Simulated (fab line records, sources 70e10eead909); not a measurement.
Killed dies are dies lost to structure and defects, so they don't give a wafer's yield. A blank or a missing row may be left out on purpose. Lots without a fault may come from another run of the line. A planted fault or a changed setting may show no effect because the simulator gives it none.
fab line records | flow nand_harc
record lots=12 wafers=34 last_day=24
route steps=1159 shown A_BLC@977 END@1159
lots that met no fault: from a run of the same line without faults
start_h: hours from the record's first day to the start of the lot's first wafer shown | wait_h: hours since the lot's step before | " the same as in the row above | L1.1+2: a row that stands for several wafers | - no value, or no start given | * or withheld: withheld | < > ~ a bound
route shown NAME@n: a module of which the file shows steps, and the number in the route of the first | usual: mean/standard deviation of fault-free wafers | same: alike in all rows | chamber/n: place in a boat | sites: the reading at each site | _std_site: their standard deviation | _edge_site: outer sites' mean less inner sites' | radius_mm: how far each site lies from the wafer's centre | mask NAME#n: copy n | behind: the tool/chamber that last shaped the wafer | hold: why the lot was held/for how many hours/how that ended | device: the transistor (n, p or np) that didn't switch | end of line: the same wafers' tests at the end of the route | a step without rows: its recipe alone | killed: dies lost to structure and defects at the first sort, not the wafer's yield | map: a wafer's dies, x killed, . not, _ none there
set.NAME: the setting as run; set.NAME@STEP: as run at that earlier step | model.NAME: the simulator's own value behind a step, which no gauge read
steps of the route over a sample of lots; a table a step, a row a wafer
services: from which hour (start_h, from the record's first day; less than 0 if before it) a tool's chamber was out of use, for how many hours, and why
## steps
# step NHARC_A_BLC_DESCUM_15
# recipe time_s=3 o2_flow_sccm=200 ar_flow_sccm=0 bias_power_w=0 chemistry=O2
# usual drypump_motor_current_A=6.0/0.58 oes_product_au=1.001/0.0073 rf_vpp_V=57.9/0.78 showerhead_plenum_p_Torr=1.96/0.063 throttle_valve_pct=11.311/0.0096
# columns lot.wafer tool chamber start_h wait_h drypump_motor_current_A oes_product_au rf_hours_counter_h rf_vpp_V showerhead_plenum_p_Torr throttle_valve_pct
L820.3 rie_diel-11 1 405.65 0.1 6.6 0.997 3 57.9 1.93 11.312
L820.2 " 2 " " 6.0 0.990 3 58.5 2.02 11.313
L820.5 " 3 " " 5.3 0.983 - 56.9 1.87 11.310
L821.2 rie_diel-01 2 406.94 0.1 4.9 1.001 7 57.9 2.02 11.308
L821.6 " 1 " " 5.9 1.009 - 57.7 2.01 11.308
L821.5 " 2 " " 4.9 1.005 - 56.7 2.02 11.307
L827.2 rie_diel-01 1 431.02 0.1 5.9 1.003 10 58.3 2.01 11.300
L827.3 " 0 " " 6.5 0.993 10 58.2 1.97 11.313
L827.5 " 1 " " 5.9 1.008 - 57.4 2.00 11.315
L825.3 rie_diel-11 2 440.16 0.1 6.0 1.008 7 57.8 2.01 11.304
L825.4 " 3 " " 5.3 0.999 7 57.8 1.86 11.293
L825.2 " 0 " " 6.4 1.004 8 56.8 1.83 11.305
L829.4 rie_diel-12 0 448.96 0.1 5.8 0.997 23 58.8 2.05 11.330
L829.2 " 1 " " 5.9 0.995 23 58.5 2.03 11.308
L829.3 " 3 " " 5.5 0.994 22 58.3 1.98 11.312
L828.2 rie_diel-11 2 449.58 0.1 6.0 0.995 9 57.9 2.01 11.309
L828.3 " 3 " " 5.3 1.005 9 58.1 1.86 11.320
L828.5 " 3 " " 5.3 0.999 - 58.2 1.86 11.310
L831.3 rie_diel-01 3 459.55 0.1 6.7 1.020 12 57.5 1.95 11.323
L831.2 " 0 " " 6.5 0.987 14 58.0 1.96 11.324
L831.5 " 3 " " 6.7 1.008 - 58.1 1.95 11.321
L836.1 rie_diel-11 2 498.52 0.1 6.0 1.000 13 58.2 2.01 11.325
L836.6 " 2 " " 6.0 1.001 - 57.7 2.01 11.326
L837.2 rie_diel-11 0 505.45 0.1 6.4 1.004 16 58.5 1.83 11.319
L837.6 " 2 " " 6.0 0.992 - 59.4 2.01 11.328
L837.5 " 3 " " 5.3 1.006 - 55.1 1.86 11.282
L838.1 rie_diel-11 1 515.56 0.1 6.6 1.005 15 58.4 1.93 11.320
L838.4 " 0 " " 6.4 1.000 17 56.9 1.83 11.310
L843.2 rie_diel-01 1 529.22 0.1 5.9 1.003 2 57.7 2.00 11.304
L843.4 " 3 " " 6.7 1.014 2 58.5 1.95 11.312
L843.1 " 0 " " 6.5 0.989 2 58.2 1.96 11.330
L841.2 rie_diel-01 2 530.18 0.1 4.9 0.998 3 58.1 2.02 11.318
L841.1 " 3 " " 6.7 1.004 2 58.9 1.95 11.304
L841.5 " 0 " " 6.5 0.995 - 58.5 1.96 11.303
# step NHARC_A_BLC_ETCH_17
# recipe target_depth_a=3900 over_etch_frac=0.25 time_s=609.38 ion_energy_ev=200 n2_flow_sccm=150 h2_flow_sccm=150 ar_flow_sccm=0 rf_w=400 bias_w=150 chemistry=N2/H2
# usual bias_w=150.0/0.45 drypump_motor_current_A=6.0/0.57 oes_product_au=1.000/0.0074 rf_vpp_V=431.6/2.1 run_length_s=630.9/0.41 showerhead_plenum_p_Torr=2.08/0.072 throttle_valve_pct=14.171/0.0091
# columns lot.wafer tool chamber start_h wait_h bias_w drypump_motor_current_A oes_product_au rf_hours_counter_h rf_vpp_V run_length_s showerhead_plenum_p_Torr throttle_valve_pct
L820.2 rie_diel-11 2 405.81 - 150.0 6.0 0.993 3 433.1 631.2 2.15 14.162
L820.3 " 1 " " 150.2 6.5 1.001 3 430.2 630.4 2.06 14.166
L820.5 " 3 " " 150.0 5.4 0.997 - 429.5 630.5 1.99 14.177
L821.2 rie_diel-01 1 407.20 - 150.2 5.8 1.010 7 432.8 631.6 2.14 14.184
L821.5 " 3 " " 150.2 6.7 1.015 - 431.8 630.5 2.08 14.163
L821.6 " 0 " " 150.4 6.5 0.999 - 431.6 630.5 2.10 14.178
L827.2 rie_diel-01 0 431.24 - 150.3 6.5 0.983 10 431.5 630.5 2.10 14.184
L827.3 " 2 " " 149.2 4.9 0.997 10 433.0 630.6 2.16 14.169
L827.5 " 0 " " 149.8 6.5 0.989 - 431.6 630.5 2.10 14.172
L825.3 rie_diel-11 1 440.33 - 150.1 6.5 1.002 6 432.6 630.7 2.06 14.154
L825.4 " 3 " " 150.5 5.4 1.000 7 428.1 630.8 1.99 14.162
L825.2 " 0 " " 151.0 6.4 0.991 8 428.0 630.5 1.95 14.166
L829.3 rie_diel-12 0 449.58 - 150.0 5.8 0.993 23 433.5 630.7 2.19 14.178
L829.4 " 1 " " 149.9 5.9 1.008 23 434.0 630.2 2.17 14.165
L829.2 " 2 " " 149.6 5.8 1.006 22 430.6 629.7 2.05 14.171
L828.3 rie_diel-11 3 449.85 - 150.3 5.3 1.012 9 428.6 631.2 1.98 14.175
L828.2 " 0 " " 150.4 6.4 0.994 9 427.7 630.7 1.95 14.155
L828.5 " 2 " " 150.6 6.0 0.993 - 434.1 631.7 2.15 14.170
L831.2 rie_diel-01 3 459.72 - 149.3 6.6 1.006 12 432.4 630.6 2.08 14.169
L831.3 " 1 " " 149.8 5.8 1.006 14 433.4 631.7 2.14 14.171
L831.5 " 0 " " 150.0 6.5 1.005 - 432.6 630.6 2.09 14.175
L836.1 rie_diel-11 2 498.81 - 150.2 6.0 0.988 14 432.3 631.3 2.15 14.171
L836.6 " 0 " " - 6.4 0.996 - 428.5 510.8 1.95 14.173
L837.2 rie_diel-11 0 505.65 - 149.4 6.4 1.006 16 428.6 630.6 1.95 14.165
L837.5 " 3 " " 149.9 5.3 0.997 - 429.9 631.0 1.98 14.175
L837.6 " 0 " " - 6.4 1.009 - 429.3 510.9 1.95 14.181
L838.1 rie_diel-11 2 515.82 - 150.1 6.0 1.006 15 434.5 631.4 2.15 14.176
L838.4 " 3 " " - 5.3 1.005 17 428.3 511.1 1.98 14.167
L843.2 rie_diel-01 2 529.39 - 150.0 4.9 0.989 2 433.7 630.7 2.16 14.161
L843.1 " 0 " " 150.3 6.5 0.988 2 431.7 630.9 2.09 14.161
L843.4 " 1 " " 150.1 5.8 1.015 2 432.6 631.4 2.14 14.173
L841.1 rie_diel-01 2 530.34 - 149.8 4.9 0.996 3 435.6 630.8 2.16 14.169
L841.2 " 3 " " 149.6 6.6 1.000 3 430.5 630.7 2.08 14.153
L841.5 " 2 " " 150.5 4.9 0.989 - 433.8 630.9 2.16 14.162
# step NHARC_A_BLC_ETCH_18
# recipe target_depth_a=9100 c4f8_flow_sccm=20 o2_flow_sccm=10 ar_flow_sccm=withheld rf_w=600 bias_w=1500 chemistry=C4F8/O2/Ar
# usual bias_w=1500/4.4 oes_product_au=0.949/0.024 rf_vpp_V=981/4.3
# columns lot.wafer tool chamber start_h wait_h bias_w oes_product_au rf_hours_counter_h rf_vpp_V
L820.3 rie_diel-11 3 - - 1500 0.969 4 975
L820.2 " 0 " " 1499 0.952 4 973
L820.5 " 1 " " 1492 0.982 - 980
L821.2 rie_diel-01 1 - - 1504 0.971 7 985
L821.5 " 3 " " 1499 0.989 - 981
L821.6 " 0 " " 1499 0.972 - 982
L827.2 rie_diel-01 2 - - 1502 0.963 10 985
L827.3 " 3 " " 1495 0.979 10 981
L827.5 " 2 " " 1499 0.959 - 986
L825.2 rie_diel-11 3 - - 1507 0.987 8 974
L825.3 " 0 " " 1495 0.984 8 974
L825.4 " 1 " " 1501 0.977 7 980
L829.4 rie_diel-12 2 - - 1497 0.920 23 979
L829.2 " 0 " " 1497 0.932 23 987
L829.3 " 1 " " 1495 0.927 23 985
L828.3 rie_diel-11 0 - - 1500 0.934 9 974
L828.2 " 1 " " 1499 0.951 8 980
L828.5 " 3 " " 1502 0.934 - 974
L831.3 rie_diel-01 2 - - 1505 0.967 13 986
L831.2 " 3 " " 1489 0.967 12 980
L831.5 " 3 " " 1490 0.955 - 980
L836.1 rie_diel-11 3 - - 1498 0.919 15 975
L836.6 " 1 " " 1498 0.931 - 978
L837.2 rie_diel-11 1 - - 1500 0.924 14 979
L837.6 " 2 " " 1500 0.919 - 984
L837.5 " 3 " " 1505 0.913 - 975
L838.1 rie_diel-11 0 - - 1497 0.928 18 973
L838.4 " 1 " " 1498 0.934 15 980
L843.1 rie_diel-01 0 - - 1500 0.970 2 982
L843.4 " 1 " " 1501 0.956 3 983
L843.2 " 2 " " 1499 0.945 2 986
L841.1 rie_diel-01 3 - - 1502 0.989 3 981
L841.2 " 2 " " 1500 0.971 3 986
L841.5 " 3 " " 1499 0.972 - 980
# step NHARC_A_BLC_ALD_23
# recipe target_thk_a=30 pulse_time_s=1 ald_cycles=150 temp_c=450 material=TiN
# usual heater_power_w=1135/100 precursor_pulse_height_rel=0.999/0.023
# same ald_cycles=150
# columns lot.wafer tool chamber start_h wait_h heater_power_w precursor_pulse_height_rel
L820.2 ald_metal-01 1 407.47 - 1171 1.029
L820.3 " 3 " " 1003 1.024
L820.5 " 0 " " 1273 0.971
L821.2 ald_metal-03 2 408.78 - 1167 0.987
L821.6 " 0 " " 1125 0.978
L821.5 " 1 " " 1085 1.009
L827.3 ald_metal-02 2 432.86 - 1248 1.020
L827.2 " 3 " " 1016 0.974
L827.5 " 2 " " 1255 1.016
L825.2 ald_metal-02 0 441.98 - 1046 0.994
L825.3 " 2 " " 1269 0.972
L825.4 " 3 " " 1003 1.010
L829.2 ald_metal-01 2 451.46 - 1209 1.001
L829.3 " 3 " " 978 1.017
L829.4 " 0 " " 1268 1.002
L828.3 ald_metal-03 1 451.51 - 1039 0.994
L828.2 " 3 " " 1107 1.030
L828.5 " 2 " " 1151 0.970
L831.3 ald_metal-03 3 461.36 - 1106 1.005
L831.2 " 2 " " 1145 0.981
L831.5 " 0 " " 1119 1.034
L836.1 ald_metal-01 3 500.37 - 1029 1.006
L836.6 " 0 " " 1361 0.981
L837.2 ald_metal-01 2 507.30 - 1170 0.992
L837.5 " 3 " " 1024 1.004
L837.6 " 0 " " 1366 0.985
L838.1 ald_metal-01 0 517.36 - 1364 0.987
L838.4 " 0 " " 1364 1.012
L843.1 ald_metal-03 2 531.11 - 1131 0.996
L843.4 " 3 " " 1029 0.978
L843.2 " 1 " " 1056 0.981
L841.2 ald_metal-02 1 532.06 - 1053 1.022
L841.1 " 0 " " 1059 1.032
L841.5 " 1 " " 1036 1.030
# step NHARC_END_SORT_01
# recipe temp_c=25
# usual killed_at_array=29/12 killed_at_other=0.7/1 killed_at_periphery=4/3.2 killed_dies=34/12 killed_open=3.4/2 killed_short=1.8/1.3
# same gross_dies=677
# columns lot.wafer tool chamber start_h wait_h killed_at_array killed_at_other killed_at_periphery killed_dies killed_open killed_short
L837.2 prober-01 0 545.33 2.8 46 0 6 52 5 1
L837.5 prober-01 0 547.71 3.7 28 0 8 36 1 1
L837.6 prober-01 0 548.51 4.0 127 0 6 133 1 2
L836.1 prober-01 0 552.36 2.6 29 0 16 45 4 4
L836.6 prober-01 0 556.32 4.0 109 2 9 120 3 2
L838.1 prober-01 0 566.16 2.5 16 3 2 21 4 1
L838.4 prober-01 0 568.59 3.4 133 2 3 138 4 5
# killed by level:class
L837.2 A_SLIT:chamber_film_flake=17 A_CHANNEL_HOLE_D1:chamber_film_flake=14 A_CONTACT:chamber_film_flake=4 P_M1:chamber_film_flake=3 A_STAIRCASE:chamber_film_flake=3 P_CONTACT:chamber_film_flake=2 A_WL_FILL:chamber_film_flake=2 A_SGD_CUT:geometric_particle:open=1
L837.5 A_SLIT:chamber_film_flake=14 A_CHANNEL_HOLE_D1:chamber_film_flake=10 P_GATE:chamber_film_flake=3 A_CONTACT:chamber_film_flake=3 P_M1:chamber_film_flake=2 P_M1:geometric_particle:open=1 P_M1:geometric_particle:short=1 P_CONTACT:chamber_film_flake=1
L837.6 A_BLC:area_etch=88 A_CHANNEL_HOLE_D1:chamber_film_flake=15 A_SLIT:chamber_film_flake=14 A_CONTACT:chamber_film_flake=6 P_STI:chamber_film_flake=2 P_M1:chamber_film_flake=2 A_STAIRCASE:chamber_film_flake=2 P_CONTACT:geometric_particle:open=1
L836.1 A_CONTACT:chamber_film_flake=11 P_CONTACT:chamber_film_flake=9 A_STAIRCASE:chamber_film_flake=7 P_ZERO_WELL:chamber_film_flake=4 A_CHANNEL_HOLE_D1:chamber_film_flake=4 P_CONTACT:geometric_particle:open=2 A_WL_FILL:geometric_particle:short=2 A_ZERO_WELL:chamber_film_flake=2
L836.6 A_BLC:area_etch=82 A_CONTACT:chamber_film_flake=8 A_CHANNEL_HOLE_D1:chamber_film_flake=6 A_STAIRCASE:chamber_film_flake=6 P_ZERO_WELL:chamber_film_flake=5 A_CONTACT:geometric_particle:open=2 P_CONTACT:chamber_film_flake=2 THIN_TSV:chamber_film_flake=2
L838.1 A_CHANNEL_HOLE_D1:chamber_film_flake=5 A_CONTACT:chamber_film_flake=5 THIN_TSV:chamber_film_flake=3 A_CONTACT:geometric_particle:open=2 P_M0:geometric_particle:open=1 A_WL_FILL:geometric_particle:open=1 A_CONTACT:geometric_particle:short=1 P_CONTACT:chamber_film_flake=1
L838.4 A_BLC:area_etch=109 A_CHANNEL_HOLE_D1:chamber_film_flake=7 A_CONTACT:chamber_film_flake=6 A_STAIRCASE:chamber_film_flake=5 A_CHANNEL_FILL_D1:geometric_particle:short=2 THIN_TSV:chamber_film_flake=2 P_GATE:geometric_particle:short=1 P_M0:geometric_particle:short=1
## services
# columns tool chamber start_h hours kind
ald_metal-01 - 387.93 4.3 repair
ald_metal-02 3 397.44 27.3 repair
rie_diel-11 0 400.06 - clean
rie_diel-11 1 400.06 - clean
rie_diel-11 2 400.06 - clean
rie_diel-11 3 400.06 - clean
rie_diel-11 0 424.56 - clean
rie_diel-11 1 424.56 - clean
rie_diel-11 2 424.56 - clean
rie_diel-11 3 424.56 - clean
ald_metal-02 0 429.46 5.1 repair
rie_diel-01 3 444.44 8.8 repair
rie_diel-11 0 449.06 - clean
rie_diel-12 1 457.41 21.9 repair
ald_metal-01 - 458.00 10.0 pm
rie_diel-11 - 458.15 0.8 repair
ald_metal-02 0 462.85 24.2 repair
rie_diel-01 1 482.66 7.5 repair
rie_diel-01 - 491.94 9.0 pm
ald_metal-02 1 499.40 7.0 repair
ald_metal-03 - 500.06 10.0 pm
ald_metal-01 1 509.80 8.4 repair
ald_metal-02 - 516.92 0.9 repair
rie_diel-11 1 531.04 2.8 repair
## key
first_sign step=NHARC_A_BLC_ETCH_17 reading=run_length_s direction=down sigmas=99+ usual=* struck=*
effect step=NHARC_END_SORT_01 reading=killed_dies direction=up sigmas=8.2 usual=34 struck=130
more_kills_born_at NHARC_A_BLC_ETCH_17@rie_diel-11=279
met_at NHARC_A_BLC_ETCH_17
struck_lots L836,L837,L838
struck_wafers L836.6,L837.6,L838.4
tester_left_out L836,L837,L838
not_acting_at NHARC_A_BLC_DESCUM_15,NHARC_A_BLC_ETCH_18,NHARC_A_BLC_ALD_23
onset_between 449.85 498.81
fault kind=process_parameter_drift tool=rie_diel-11 chamber=- onset_h=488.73 steps=NHARC_A_BLC_ETCH_17 channel=time_s offset=* shape=step end_h=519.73 scope=struck_wafers_only acts_in=* stated=*
# tester_left_out: of these lots the tester's yield and bins aren't shown, on N5 and GAA mostly nor the transistor test; their killed dies are dies lost to structure and defects alone, not to doping, threshold or leakage, so they don't give the yield
